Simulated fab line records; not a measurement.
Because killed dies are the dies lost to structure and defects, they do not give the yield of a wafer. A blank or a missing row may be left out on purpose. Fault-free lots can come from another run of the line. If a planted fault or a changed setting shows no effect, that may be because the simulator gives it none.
Chamber matching | flow nand harc | 4 sister chambers for NHARC_A_CONTACT_DESCUM_74 on rie diel-04
The step chemistry O2, time 3 s. 4 wafers are shown with their chamber, then 9 later ones without.

== EACH WAFER AND ITS CHAMBER ==
wafer  | chamber | drypump motor current A (A)
L086.5 | 3       | 5.7
L089.2 | 1       | 5.9
L089.3 | 2       | 5.8
L089.5 | 0       | 6.6

== WAFERS MISSING THEIR CHAMBER ==
wafer  | drypump motor current A (A)
L093.1 | 6.6
L093.2 | 5.8
L093.4 | 5.7
L095.2 | 6.6
L095.3 | 5.9
L095.6 | 5.7
L097.3 | 5.7
L097.5 | 6.5
L097.6 | 5.7

== CHAMBER TAKEN BY EACH ==
wafer  | from the rows above | in truth
L093.1 | 0                   | 0
L093.2 | 2                   | 2
L093.4 | 3                   | 3
L095.2 | 0                   | 0
L095.3 | 1                   | 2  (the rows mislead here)
L095.6 | 3                   | 3
L097.3 | 3                   | 3
L097.5 | 0                   | 0
L097.6 | 3                   | 3
Correctly placed: 8 of 9. Left unplaced by these rows: 0. Placed wrongly: 1.
How it was worked out, from the rows above alone: a wafer's distance from a chamber is the root of the sum, over the readings, of the square of ((its reading less the chamber's mean) divided by the reading's scatter). The wafer belongs to the nearest chamber; if the next one is less than 2 further off, it can't be placed. The mean given for a chamber averages the wafers shown for that chamber. The scatter (one wafer shown for each chamber): square how far every hidden wafer sits from the nearest shown wafer, average those squares and take the square root.
